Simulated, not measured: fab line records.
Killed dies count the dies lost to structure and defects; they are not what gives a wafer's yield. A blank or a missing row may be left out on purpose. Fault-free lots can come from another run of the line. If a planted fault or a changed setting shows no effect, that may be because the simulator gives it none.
fab line records	flow nand_harc
[record] lots = 13	wafers = 39	last_day = 33
route steps=1302 shown A_SLIT@922 THIN_TSV@1268 END@1302
lots with no fault: from the same line, run without faults
start_h: hours from the record's first day to the start of the lot's first wafer shown	wait_h: hours from the lot's prior step to this one	" identical to the entry in the row above	L1.1+2: several wafers, shown together as one row	- no value, or no start given	* or withheld: withheld	< > ~ a bound
route shown NAME@n: names a module that has steps shown in the file, with the first one's number in the route	usual: the fault-free wafers' mean and standard deviation	same: alike in all rows	chamber/n: place in a boat	sites: each site's reading	_std_site: standard deviation of those values	_edge_site: outer sites' mean less inner sites'	radius_mm: how far each site lies from the wafer's centre	mask NAME#n: copy n	behind: the tool/chamber that last shaped the wafer	hold: cause of the lot's hold/its duration in hours/its outcome	device: the n, p or np transistor that did not switch	end of line: at the end of the route, the tests of the same wafers	a step with no rows: only its recipe	killed: the dies lost at the first sort to structure and to defects; this is not the yield of the wafer	map: per-die view of a wafer (x killed, . not killed, _ where there is no die)
set.NAME: the setting that was run; set.NAME@STEP: the one run at that earlier step	model.NAME: the simulator's own value behind a step, which no gauge read
one table for each step of the route and one row for each wafer, over a sample of lots
services: from which hour (start_h, from the record's first day; less than 0 if before it) a tool's chamber was out of use, for how many hours, and why
[[steps]]
[step NHARC_A_SLIT_DEP_25]
[recipe] target_thk_a = 2000	temp_c = 400	pressure_torr = 6.5	rf_w = 900	teos_flow_sccm = 161.4	flow_sccm = 2650	target_thk_nm = 200	gas = O2	material = SiO2
[usual] heater_power_w = 615/110	throttle_valve_pct = 16.0/0.39
lot.wafer	tool	chamber	start_h	wait_h	heater_power_w	throttle_valve_pct
L750.2	pecvd-01	1	462.02	0.1	483	16.0
L750.1	"	2	"	"	748	16.2
L750.5	"	2	"	"	729	16.0
L751.2	pecvd-03	1	462.13	0.1	538	16.0
L751.3	"	0	"	"	577	15.4
L751.6	"	1	"	"	572	16.0
L752.3	pecvd-03	0	479.91	0.1	549	15.7
L752.1	"	1	"	"	636	16.2
L752.5	"	2	"	"	669	15.4
L758.2	pecvd-03	1	560.79	0.1	506	16.3
L758.3	"	0	"	"	580	15.4
L758.5	"	2	"	"	618	15.4
L763.3	pecvd-01	2	592.41	0.1	658	15.7
L763.1	"	0	"	"	856	16.2
L763.6	"	0	"	"	853	16.3
L762.6	pecvd-03	0	592.68	0.3	573	15.2
L762.4	"	1	"	"	543	16.5
L762.5	"	2	"	"	658	15.4
L764.1	pecvd-01	1	595.73	0.1	493	16.0
L764.3	"	0	"	"	741	16.2
L764.5	"	2	"	"	709	16.2
L765.3	pecvd-04	0	617.21	0.1	516	15.9
L765.6	"	1	"	"	538	16.0
L765.4	"	2	"	"	544	17.0
L767.2	pecvd-01	2	633.22	0.1	636	16.0
L767.1	"	0	"	"	798	16.4
L767.3	"	1	"	"	560	16.0
L766.1	pecvd-01	2	633.45	0.2	659	15.9
L766.2	"	0	"	"	866	16.1
L766.3	"	1	"	"	484	16.4
L769.2	pecvd-04	2	644.95	0.1	565	16.8
L769.3	"	0	"	"	552	16.3
L769.6	"	2	"	"	563	16.7
L771.3	pecvd-04	1	663.67	0.1	486	16.1
L771.2	"	2	"	"	567	16.9
L771.6	"	2	"	"	587	16.4
L770.1	pecvd-01	0	663.69	0.1	831	16.7
L770.2	"	1	"	"	609	16.1
L770.6	"	0	"	"	851	16.1
[step NHARC_THIN_TSV_ETCHBACK_48]
[recipe] target_depth_a = 10285	over_etch_frac = 0.3	time_s = 405.17	ion_energy_ev = 250	c4f8_flow_sccm = withheld	ar_flow_sccm = withheld	rf_w = 600	bias_w = 300	chemistry = C4F8/Ar
[usual] oes_product_au = 0.95/0.033	rf_vpp_V = 547/3.1
lot.wafer	tool	chamber	start_h	wait_h	oes_product_au	rf_hours_counter_h	rf_vpp_V
L751.3	rie_diel-11	0	560.77	-	0.92	6.5	546
L751.2	"	2	"	"	0.92	7.9	549
L751.6	"	1	"	"	0.93	-	550
L750.1	rie_diel-09	2	562.00	-	0.93	2.5	552
L750.2	"	1	"	"	0.94	3.6	548
L750.5	"	2	"	"	0.91	-	551
L752.3	rie_diel-10	0	579.84	-	0.91	9.6	546
L752.1	"	1	"	"	0.93	9.2	543
L752.5	"	2	"	"	0.93	-	550
L758.2	rie_diel-09	3	666.49	-	0.92	7.2	546
L758.3	"	2	"	"	0.93	6.8	550
L758.5	"	2	"	"	0.93	-	549
L763.3	rie_diel-11	3	692.27	-	0.93	5.2	545
L763.1	"	0	"	"	0.92	4.5	547
L763.6	"	2	"	"	0.92	-	549
L764.1	rie_diel-10	1	693.48	-	0.92	4.9	542
L764.3	"	2	"	"	0.93	4.1	550
L764.5	"	1	"	"	0.93	-	542
L762.4	rie_diel-09	3	702.15	-	1.00	1.8	546
L762.5	"	0	"	"	0.99	-	551
L762.6	"	1	"	"	1.01	-	547
L765.3	rie_diel-10	2	720.90	-	1.01	6.7	549
L765.4	"	2	"	"	1.01	-	548
L765.6	"	3	"	"	1.00	-	541
L767.1	rie_diel-11	3	732.10	-	0.93	8.7	545
L767.3	"	1	"	"	0.93	6.5	549
L767.2	"	2	"	"	0.92	8.3	549
L766.1	rie_diel-10	3	740.28	-	0.92	7.4	542
L766.2	"	0	"	"	0.93	7.4	545
L766.3	"	2	"	"	0.93	7.5	551
L769.3	rie_diel-11	3	749.63	-	0.92	10.4	545
L769.2	"	1	"	"	0.93	7.7	549
L769.6	"	3	"	"	0.93	-	544
L771.3	rie_diel-10	1	767.72	-	0.94	8.6	541
L771.2	"	3	"	"	0.91	10.0	542
L771.6	"	3	"	"	0.92	-	542
L770.1	rie_diel-09	2	769.12	-	0.96	5.1	551
L770.2	"	3	"	"	0.95	5.2	547
L770.6	"	2	"	"	0.96	-	550
[step NHARC_THIN_TSV_ETCH_59]
[recipe] target_depth_a = 8800	icp_w = 900	bias_w = 100	Cl2_flow_sccm = 60	bcl3_flow_sccm = 30	time_s = 138.1	chemistry = Cl2/BCl3
[usual] drypump_motor_current_A = 5.7/0.62	oes_product_au = 1.006/0.01	throttle_valve_pct = 22.265/0.0086
lot.wafer	tool	chamber	start_h	wait_h	drypump_motor_current_A	oes_product_au	rf_hours_counter_h	throttle_valve_pct
L751.2	rie_metal-01	0	564.66	0.2	6.4	1.018	-	22.261
L751.3	"	0	"	"	6.4	1.007	-	22.268
L751.6	"	0	"	"	6.4	1.016	-	22.275
L750.2	rie_metal-02	1	565.84	0.1	6.0	1.011	1.6	22.270
L750.1	"	0	"	"	5.5	0.990	1.6	22.254
L750.5	"	1	"	"	6.0	1.013	-	22.277
L752.1	rie_metal-02	0	583.59	0.1	5.5	0.978	1.8	22.270
L752.3	"	1	"	"	6.0	1.003	-	22.264
L752.5	"	1	"	"	6.0	1.015	-	22.255
L758.2	rie_metal-01	1	670.39	0.1	5.8	1.008	1.9	22.274
L758.3	"	0	"	"	6.4	1.014	-	22.258
L758.5	"	0	"	"	6.4	1.012	-	22.259
L763.1	rie_metal-01	0	696.21	0.1	6.4	1.008	2.6	22.253
L763.3	"	0	"	"	6.4	1.016	-	22.266
L763.6	"	0	"	"	6.4	1.013	-	22.268
L764.1	rie_metal-02	1	697.50	0.1	6.0	1.007	0.7	22.268
L764.3	"	1	"	"	6.0	1.006	-	22.273
L764.5	"	0	"	"	5.5	0.989	-	22.259
L762.4	rie_metal-03	0	706.12	0.2	5.1	0.999	-	22.258
L762.5	"	1	"	"	4.6	1.001	-	22.262
L762.6	"	0	"	"	5.1	1.009	-	22.255
L765.4	rie_metal-03	1	725.00	0.2	4.7	1.000	-	22.267
L765.3	"	0	"	"	5.1	1.011	-	22.265
L765.6	"	0	"	"	5.1	1.006	-	22.268
L767.1	rie_metal-02	1	736.07	0.1	6.0	1.015	1.2	22.260
L767.2	"	0	"	"	5.5	0.998	1.2	22.281
L767.3	"	0	"	"	5.5	0.998	-	22.268
L766.1	rie_metal-03	0	744.32	0.1	5.1	1.010	0.7	22.259
L766.2	"	1	"	"	4.7	1.002	0.7	22.266
L766.3	"	0	"	"	5.1	1.020	-	22.254
L769.2	rie_metal-02	1	753.70	0.1	6.0	1.001	1.7	22.268
L769.3	"	0	"	"	5.5	0.990	-	22.269
L769.6	"	1	"	"	6.0	1.006	-	22.259
L771.2	rie_metal-01	1	771.73	0.1	5.9	1.024	0.1	22.288
L771.3	"	1	"	"	5.9	1.022	-	22.262
L771.6	"	1	"	"	5.8	1.013	-	22.272
L770.1	rie_metal-03	1	773.05	0.1	4.7	1.007	1.3	22.267
L770.2	"	0	"	"	5.1	1.007	1.3	22.269
L770.6	"	0	"	"	5.1	1.013	-	22.261
[step NHARC_THIN_TSV_ETCH_36]
[recipe] target_depth_a = 650	over_etch_frac = 0.3	time_s = 18.571	ion_energy_ev = 150	chemistry = Cl2/BCl3
[usual] drypump_motor_current_A = 5.7/0.62	oes_product_au = 1.004/0.01
lot.wafer	tool	chamber	start_h	wait_h	drypump_motor_current_A	oes_product_au	rf_hours_counter_h
L751.2	rie_metal-01	0	565.07	0.3	6.5	1.024	-
L751.3	"	0	"	"	6.4	1.007	-
L751.6	"	0	"	"	6.4	1.017	-
L750.2	rie_metal-02	1	566.10	0.2	6.0	1.015	1.7
L750.1	"	0	"	"	5.5	0.994	1.7
L750.5	"	1	"	"	6.0	1.008	-
L752.1	rie_metal-02	1	583.85	0.2	6.0	1.013	2.0
L752.3	"	0	"	"	5.5	0.999	-
L752.5	"	0	"	"	5.5	0.988	-
L758.2	rie_metal-01	1	670.65	0.2	5.9	0.992	2.0
L758.3	"	0	"	"	6.4	1.018	-
L758.5	"	0	"	"	6.4	1.022	-
L763.1	rie_metal-01	0	696.67	0.4	6.4	1.023	2.9
L763.3	"	0	"	"	6.4	1.022	-
L763.6	"	0	"	"	6.5	1.023	-
L764.1	rie_metal-02	0	697.73	0.2	5.5	0.988	0.8
L764.3	"	0	"	"	5.5	0.987	-
L764.5	"	1	"	"	6.0	1.002	-
L762.4	rie_metal-03	0	706.28	0.1	5.1	1.009	-
L762.5	"	0	"	"	5.1	1.007	-
L762.6	"	1	"	"	4.7	1.002	-
L765.4	rie_metal-03	0	725.20	0.2	5.2	1.007	-
L765.3	"	1	"	"	4.7	1.002	-
L765.6	"	1	"	"	4.7	1.008	-
L767.1	rie_metal-02	0	736.33	0.2	5.5	0.996	1.4
L767.2	"	1	"	"	6.0	1.007	1.4
L767.3	"	0	"	"	5.5	0.997	-
L766.1	rie_metal-03	1	744.58	0.2	4.7	0.995	0.8
L766.2	"	0	"	"	5.1	1.001	0.8
L766.3	"	1	"	"	4.7	0.995	-
L769.2	rie_metal-02	0	753.96	0.2	5.5	0.983	1.9
L769.3	"	1	"	"	6.0	1.020	-
L769.6	"	0	"	"	5.5	1.000	-
L771.2	rie_metal-01	0	771.99	0.2	6.5	1.007	0.2
L771.3	"	0	"	"	6.4	1.014	-
L771.6	"	0	"	"	6.5	1.022	-
L770.1	rie_metal-03	0	773.32	0.2	5.1	0.996	1.4
L770.2	"	1	"	"	4.6	0.995	1.4
L770.6	"	1	"	"	4.7	0.996	-
[step NHARC_END_SORT_01]
[recipe] temp_c = 25
[usual] killed_at_array = 55/20	killed_at_other = 1.1/1.2	killed_at_periphery = 3.8/2.8	killed_dies = 60/19	killed_open = 3.4/1.9	killed_short = 2.2/1.5
[same] gross_dies = 677
lot.wafer	tool	chamber	start_h	wait_h	killed_at_array	killed_at_other	killed_at_periphery	killed_dies	killed_open	killed_short
L758.2	prober-02	0	683.77	2.8	138	0	4	142	3	2
L758.3	prober-02	0	684.58	3.1	72	1	3	76	4	0
L758.5	prober-02	0	686.20	3.7	138	1	3	142	5	4
L762.4	prober-02	0	719.16	3.4	151	0	9	160	2	3
L762.5	prober-02	0	719.96	3.7	130	0	1	131	0	3
L762.6	prober-02	0	720.77	4.0	81	5	2	88	0	2
// killed by level:class
L758.2 A_SLIT:unspecified=105 A_CHANNEL_HOLE_D2:chamber_film_flake=13 A_CHANNEL_HOLE_D1:chamber_film_flake=6 A_STAIRCASE:chamber_film_flake=4 A_CONTACT:chamber_film_flake=3 P_GATE:chamber_film_flake=2 A_SLIT:chamber_film_flake=2 A_WL_FILL:chamber_film_flake=2
L758.3 A_SLIT:unspecified=42 A_CHANNEL_HOLE_D2:chamber_film_flake=16 A_CONTACT:chamber_film_flake=4 P_GATE:chamber_film_flake=2 A_CHANNEL_HOLE_D1:chamber_film_flake=2 A_STAIRCASE:chamber_film_flake=2 A_WL_FILL:chamber_film_flake=2 P_M0:geometric_particle:open=1
L758.5 A_SLIT:unspecified=90 A_CHANNEL_HOLE_D2:chamber_film_flake=14 A_BONDPAD:chamber_film_flake=7 A_CHANNEL_HOLE_D1:chamber_film_flake=5 A_SLIT:chamber_film_flake=5 A_ONON_D2:geometric_particle:open=3 A_STAIRCASE:chamber_film_flake=3 A_ZERO_WELL:chamber_film_flake=2
L762.4 A_SLIT:unspecified=104 A_CHANNEL_HOLE_D1:chamber_film_flake=36 P_STI:chamber_film_flake=4 P_M2:chamber_film_flake=2 A_SLIT:chamber_film_flake=2 A_CONTACT:chamber_film_flake=2 P_M1:geometric_particle:open=1 A_ONON_D1:geometric_particle:open=1
L762.5 A_SLIT:unspecified=91 A_CHANNEL_HOLE_D1:chamber_film_flake=28 A_DECK1_JOINT:chamber_film_flake=4 A_SLIT:chamber_film_flake=3 A_DECK1_JOINT:geometric_particle:short=1 A_ONON_D2:geometric_particle:short=1 A_WL_FILL:geometric_particle:short=1 P_M1:chamber_film_flake=1
L762.6 A_SLIT:unspecified=43 A_CHANNEL_HOLE_D1:chamber_film_flake=33 THIN_TSV:chamber_film_flake=5 A_SLIT:chamber_film_flake=2 A_CHANNEL_FILL_D1:geometric_particle:short=1 A_WL_FILL:geometric_particle:short=1 P_GATE:chamber_film_flake=1 P_M1:chamber_film_flake=1
[[services]]
tool	chamber	start_h	hours	kind
pecvd-01	1	438.37	7.3	repair
rie_diel-09	1	442.83	5.2	repair
rie_metal-02	-	454.00	9.0	pm
rie_diel-10	2	461.76	3.8	repair
pecvd-01	-	486.80	0.7	repair
pecvd-01	-	492.00	13.0	pm
rie_metal-03	-	519.00	9.0	pm
rie_metal-01	1	544.51	22.6	repair
rie_metal-01	-	575.00	9.0	pm
rie_metal-02	0	588.47	11.7	repair
rie_metal-01	1	593.67	2.4	repair
rie_diel-10	-	596.56	9.0	pm
rie_metal-02	-	631.00	9.0	pm
rie_diel-10	2	641.59	12.1	repair
pecvd-01	-	673.00	13.0	pm
rie_metal-01	1	679.62	18.0	repair
rie_metal-03	-	696.00	9.0	pm
rie_diel-10	1	715.74	32.8	repair
rie_metal-03	1	727.88	5.3	repair
rie_metal-01	1	729.88	21.1	repair
pecvd-01	-	749.80	1.5	repair
rie_metal-01	-	752.00	9.0	pm
pecvd-01	0	763.97	3.9	repair
rie_diel-10	2	765.29	3.4	repair
[[key]]
[first_sign] step = NHARC_END_SORT_01	reading = killed_dies	direction = up	sigmas = 3.2	usual = 60	struck = 123
[effect] step = NHARC_END_SORT_01	reading = killed_at_array	direction = up	sigmas = 3.2	usual = 55	struck = 118
[more_kills_born_at] NHARC_A_SLIT_DEP_25@pecvd-03 = 475
met_at NHARC_A_SLIT_DEP_25
struck_lots L758,L762
tester_left_out L758,L762
not_acting_at NHARC_THIN_TSV_ETCHBACK_48,NHARC_THIN_TSV_ETCH_59,NHARC_THIN_TSV_ETCH_36
onset_between 479.91 560.79
[fault] kind = chamber_particle_source	tool = pecvd-03	chamber = -	onset_h = 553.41	steps = NHARC_A_SLIT_DEP_25	rate_per_visit_cm2 = 2.0044	end_h = 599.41
// tester_left_out: of these lots the tester's yield and bins aren't shown, on N5 and GAA mostly nor the transistor test; their killed dies are dies lost to structure and defects alone, not to doping, threshold or leakage, so they don't give the yield
